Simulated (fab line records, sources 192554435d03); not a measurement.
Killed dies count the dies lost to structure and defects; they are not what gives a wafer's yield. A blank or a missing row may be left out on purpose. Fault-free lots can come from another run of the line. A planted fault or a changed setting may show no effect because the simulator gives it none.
What tool caused it?	flow n5_finfet	72 wafers from 24 lots sampled at 4 of the route's 1938 steps

## WHAT THE GAUGES READ, wafer by wafer
N5_BEOL_M0_CUTY_INSPECT_59: inspects for defects (macro).
lot	measured	on	raw_defect_count
L074	day 5 15:21	defect_inspect-02	3 2 2
L075	day 5 20:54	defect_inspect-01	2 1 4
L076	day 6 04:52	defect_inspect-02	2 3 3
L077	day 6 11:58	defect_inspect-02	1 2 3
L078	day 6 18:22	defect_inspect-02	5 1 5
L079	day 7 00:22	defect_inspect-01	0 2 0
L080	day 7 10:29	defect_inspect-02	1 0 2
L081	day 7 11:38	defect_inspect-02	2 3 3
L082	day 7 17:56	defect_inspect-02	1 0 1
L083	day 7 21:56	defect_inspect-02	0 2 0
L084	day 8 02:25	defect_inspect-02	2 2 2
L085	day 8 10:39	defect_inspect-02	1 0 1
L086	day 8 20:54	defect_inspect-02	3 2 1
L087	day 9 09:55	defect_inspect-02	1 0 1
L088	day 9 11:53	defect_inspect-02	4 1 1
L089	day 9 15:49	defect_inspect-01	7 4 4
L090	day 9 17:47	defect_inspect-02	2 1 0
L091	day 10 02:18	defect_inspect-02	4 3 0
L092	day 10 04:00	defect_inspect-01	3 1 2
L093	day 10 11:25	defect_inspect-02	2 0 0
L094	day 10 19:01	defect_inspect-02	4 4 4
L095	day 11 03:59	defect_inspect-01	1 0 4
L096	day 11 06:30	defect_inspect-01	3 3 2
L097	day 11 12:56	defect_inspect-01	2 1 1

## WHAT TOOL EACH LOT RAN ON (gives the tool, then ch and the chambers of the sampled wafers, and finally the start)
lot	N5_BEOL_M0_SAQP_RECESS_109	N5_BEOL_M0_SAQP_DESCUM_45	N5_BEOL_M0_SAQP_ETCH_73
L074	vapor_etch-01 ch 0,1, day 5 12:42	rie_diel-02 ch 0,2,3, day 5 13:59	rie_diel-02 ch 0,2,3, day 5 14:02
L075	vapor_etch-01 ch 0,1, day 5 18:11	rie_diel-06 ch 2,3, day 5 19:33	rie_diel-06 ch 2,3, day 5 19:36
L076	vapor_etch-01 ch 0,1, day 6 01:28	rie_diel-04 ch 0,1,3, day 6 03:25	rie_diel-04 ch 0,1,3, day 6 03:28
L077	vapor_etch-01 ch 0,1, day 6 09:26	rie_diel-04 ch 2,3, day 6 10:43	rie_diel-04 ch 2,3, day 6 10:46
L078	vapor_etch-01 ch 0,1, day 6 15:25	rie_diel-06 ch 1,2,3, day 6 16:52	rie_diel-06 ch 1,2,3, day 6 16:56
L079	vapor_etch-02 ch 0,1, day 6 21:41	rie_diel-02 ch 1,2,3, day 6 23:01	rie_diel-02 ch 1,2,3, day 6 23:04
L080	vapor_etch-02 ch 0,1, day 7 07:39	rie_diel-02 ch 1,3, day 7 09:06	rie_diel-02 ch 1,3, day 7 09:09
L081	vapor_etch-02 ch 0,1, day 7 08:28	rie_diel-04 ch 0,1, day 7 10:24	rie_diel-04 ch 0,1, day 7 10:27
L082	vapor_etch-01 ch 0,1, day 7 15:08	rie_diel-04 ch 0,2, day 7 16:35	rie_diel-04 ch 0,2, day 7 16:38
L083	vapor_etch-01 ch 0,1, day 7 19:10	rie_diel-02 ch 2,3, day 7 20:39	rie_diel-02 ch 2,3, day 7 20:42
L084	vapor_etch-01 ch 0,1, day 7 23:30	rie_diel-06 ch 1,2,3, day 8 01:10	rie_diel-06 ch 1,2,3, day 8 01:14
L085	vapor_etch-02 ch 0,1, day 8 07:47	rie_diel-06 ch 0,1,3, day 8 09:18	rie_diel-06 ch 0,1,3, day 8 09:21
L086	vapor_etch-01 ch 0,1, day 8 16:53	rie_diel-02 ch 0,3, day 8 19:32	rie_diel-02 ch 0,3, day 8 19:35
L087	vapor_etch-02 ch 0,1, day 9 04:49	rie_diel-02 ch 1,2,3, day 9 08:26	rie_diel-02 ch 1,2,3, day 9 08:29
L088	vapor_etch-01 ch 0,1, day 9 08:17	rie_diel-04 ch 1,2,3, day 9 10:31	rie_diel-04 ch 1,2,3, day 9 10:34
L089	vapor_etch-01 ch 0,1, day 9 11:59	rie_diel-04 ch 2,3, day 9 14:28	rie_diel-04 ch 2,3, day 9 14:31
L090	vapor_etch-02 ch 0,1, day 9 15:01	rie_diel-04 ch 2,3, day 9 16:26	rie_diel-04 ch 2,3, day 9 16:29
L091	vapor_etch-01 ch 0,1, day 9 23:30	rie_diel-04 ch 0,1,2, day 10 01:04	rie_diel-04 ch 0,1,2, day 10 01:07
L092	vapor_etch-01 ch 0,1, day 10 01:12	rie_diel-04 ch 0,2, day 10 02:39	rie_diel-04 ch 0,2, day 10 02:42
L093	vapor_etch-01 ch 0,1, day 10 08:29	rie_diel-06 ch 0,2,3, day 10 10:11	rie_diel-06 ch 0,2,3, day 10 10:14
L094	vapor_etch-02 ch 0,1, day 10 16:13	rie_diel-04 ch 0,1, day 10 17:40	rie_diel-04 ch 0,1, day 10 17:43
L095	vapor_etch-02 ch 0,1, day 11 01:13	rie_diel-02 ch 0,1, day 11 02:32	rie_diel-02 ch 0,1, day 11 02:35
L096	vapor_etch-02 ch 0,1, day 11 03:50	rie_diel-06 ch 1,2,3, day 11 05:09	rie_diel-06 ch 1,2,3, day 11 05:12
L097	vapor_etch-01 ch 0,1, day 11 09:31	rie_diel-04 ch 0,1, day 11 11:16	rie_diel-04 ch 0,1, day 11 11:19
- N5_BEOL_M0_SAQP_RECESS_109: chemistry HF/NH3, target SiO2, target depth 3 nm, afs cycles 1, sublimation time 60 s.
- N5_BEOL_M0_SAQP_DESCUM_45: chemistry O2, time 7 s.
- N5_BEOL_M0_SAQP_ETCH_73: etches SiARC in CF4, target depth 19.5 nm, time 32.5 s.

## WHAT THE TOOLS THEMSELVES READ (means of the sampled wafers that have a number; where no wafer has one, the mark that the record gives instead)
N5_BEOL_M0_SAQP_RECESS_109.
lot	tool	drypump_motor_current_A (A)	foreline_p_Torr (Torr)	temp_c (C)
L074	vapor_etch-01	6.3	0.1285	29.96
L075	vapor_etch-01	6.3	0.1274	30.03
L076	vapor_etch-01	6.3	0.1277	29.99
L077	vapor_etch-01	6.2	0.1278	30.09
L078	vapor_etch-01	6.3	0.1278	30.03
L079	vapor_etch-02	5.4	0.1278	30.08
L080	vapor_etch-02	5.3	0.1279	30.00
L081	vapor_etch-02	5.3	0.1282	30.05
L082	vapor_etch-01	6.3	0.1272	29.91
L083	vapor_etch-01	5.8	0.1283	29.92
L084	vapor_etch-01	5.8	0.1287	30.07
L085	vapor_etch-02	5.3	0.1281	29.91
L086	vapor_etch-01	5.9	0.1285	30.03
L087	vapor_etch-02	5.3	0.1280	30.05
L088	vapor_etch-01	6.3	0.1277	30.06
L089	vapor_etch-01	6.3	0.1289	29.91
L090	vapor_etch-02	5.3	0.1280	30.10
L091	vapor_etch-01	6.3	0.1269	29.95
L092	vapor_etch-01	6.3	0.1284	30.02
L093	vapor_etch-01	6.3	0.1280	30.03
L094	vapor_etch-02	5.1	0.1281	29.95
L095	vapor_etch-02	5.3	0.1279	30.00
L096	vapor_etch-02	5.1	0.1285	30.06
L097	vapor_etch-01	5.8	0.1277	30.05

N5_BEOL_M0_SAQP_DESCUM_45.
lot	tool	drypump_motor_current_A (A)	oes_product_au (a.u.)	rf_fwd_power_W (W)	rf_vpp_V (V)	showerhead_plenum_p_Torr (Torr)	temp_c (C)	throttle_valve_pct (%)
L074	rie_diel-02	6.4	0.72	49.41	242.4	2.08	40.03	20.42
L075	rie_diel-06	5.5	0.80	49.16	242.4	2.02	40.05	20.41
L076	rie_diel-04	5.8	0.74	49.38	242.8	2.10	40.01	20.21
L077	rie_diel-04	5.2	0.72	49.50	243.4	2.11	39.99	20.39
L078	rie_diel-06	5.6	0.84	49.05	242.5	2.05	40.16	20.18
L079	rie_diel-02	6.0	0.72	49.45	243.3	2.07	39.97	20.32
L080	rie_diel-02	5.5	0.70	49.51	243.4	2.11	39.97	20.16
L081	rie_diel-04	5.6	0.75	49.20	244.3	2.16	39.92	20.19
L082	rie_diel-04	5.0	0.74	49.54	244.5	2.17	39.86	20.37
L083	rie_diel-02	6.3	0.74	49.43	241.6	2.03	39.96	20.48
L084	rie_diel-06	5.6	0.81	49.23	243.0	2.05	40.14	20.20
L085	rie_diel-06	5.5	0.77	49.21	241.9	2.10	40.04	20.37
L086	rie_diel-02	6.4	0.89	49.51	244.1	2.12	39.99	20.12
L087	rie_diel-02	6.0	0.71	49.26	242.2	2.07	39.90	20.33
L088	rie_diel-04	5.7	0.71	49.56	242.9	2.10	40.07	20.27
L089	rie_diel-04	5.2	0.70	49.38	243.1	2.11	39.95	20.41
L090	rie_diel-04	5.2	0.69	49.55	243.2	2.11	39.90	20.42
L091	rie_diel-04	5.5	0.72	49.41	244.4	2.16	40.01	20.24
L092	rie_diel-04	5.0	0.72	49.40	244.0	2.17	40.11	20.39
L093	rie_diel-06	5.8	0.76	49.28	242.9	2.07	40.00	20.56
L094	rie_diel-04	5.6	0.72	49.13	243.2	2.15	40.12	20.24
L095	rie_diel-02	6.0	0.83	49.46	243.5	2.15	40.11	20.15
L096	rie_diel-06	5.6	0.78	49.22	241.4	2.04	40.03	20.23
L097	rie_diel-04	5.9	0.70	49.35	244.3	2.14	39.99	20.12

N5_BEOL_M0_SAQP_ETCH_73.
lot	tool	drypump_motor_current_A (A)	etch_rf_on_time_s (s)	oes_product_au (a.u.)	rf_fwd_power_W (W)	rf_vpp_V (V)	showerhead_plenum_p_Torr (Torr)	throttle_valve_pct (%)
L074	rie_diel-02	6.4	32.3	0.62	533.5	182.8	2.13	15.66
L075	rie_diel-06	5.5	31.2	0.70	530.8	182.8	2.06	15.52
L076	rie_diel-04	5.8	33.1	0.62	533.8	184.4	2.17	15.60
L077	rie_diel-04	5.2	32.5	0.63	534.8	184.4	2.16	15.69
L078	rie_diel-06	5.6	31.8	0.72	531.2	183.6	2.10	15.43
L079	rie_diel-02	6.0	32.8	0.61	534.2	183.7	2.13	15.57
L080	rie_diel-02	5.5	33.8	0.60	534.0	184.0	2.19	15.55
L081	rie_diel-04	5.6	33.3	0.63	531.4	184.9	2.22	15.56
L082	rie_diel-04	5.0	32.1	0.64	534.8	184.0	2.21	15.64
L083	rie_diel-02	6.4	32.8	0.62	533.5	183.3	2.08	15.61
L084	rie_diel-06	5.6	31.9	0.71	531.4	183.3	2.10	15.44
L085	rie_diel-06	5.5	32.3	0.65	532.2	184.4	2.14	15.53
L086	rie_diel-02	6.4	32.0	0.76	536.1	184.5	2.17	15.40
L087	rie_diel-02	6.0	32.7	0.61	533.6	183.7	2.12	15.61
L088	rie_diel-04	5.7	33.4	0.60	535.2	183.8	2.16	15.67
L089	rie_diel-04	5.2	33.3	0.60	535.4	184.8	2.15	15.72
L090	rie_diel-04	5.2	33.2	0.61	534.7	184.2	2.15	15.73
L091	rie_diel-04	5.5	32.9	0.62	533.6	184.7	2.21	15.59
L092	rie_diel-04	5.0	32.6	0.62	534.1	185.6	2.21	15.66
L093	rie_diel-06	5.8	32.4	0.65	531.9	184.6	2.11	15.70
L094	rie_diel-04	5.6	33.6	0.61	532.8	185.3	2.21	15.60
L095	rie_diel-02	6.0	31.0	0.74	535.2	184.4	2.19	15.37
L096	rie_diel-06	5.6	32.0	0.68	531.0	183.1	2.09	15.49
L097	rie_diel-04	5.9	33.0	0.61	531.0	185.3	2.22	15.56

## THE ANSWER, worked out from the rows above alone
Rule: the lots themselves supply what counts as usual. The widest of any qualifying gaps counts: lots, ordered by their means at a reading, are off when they make up no more than a third of the lots, leave a main group of 4 or more, and stand apart from it by 3 or more times the standard deviation of that group's means. The tables above print the reading to a certain number of digits; a main group whose means all agree to those digits is not used. Also off: a lot with no number at a reading for which 4 or more lots have one. The other lots that the step has rows for count as sound. Order of review: gauges by route order, followed by the tools' own readings, for which a lot's mean as printed above is used. At the first step where some lot is off, the reading lying furthest off is the one used; lots without a number count as furthest.
None of the lots is off at any reading shown; this tells nothing.

## WHAT THE SIMULATOR HAD PUT IN
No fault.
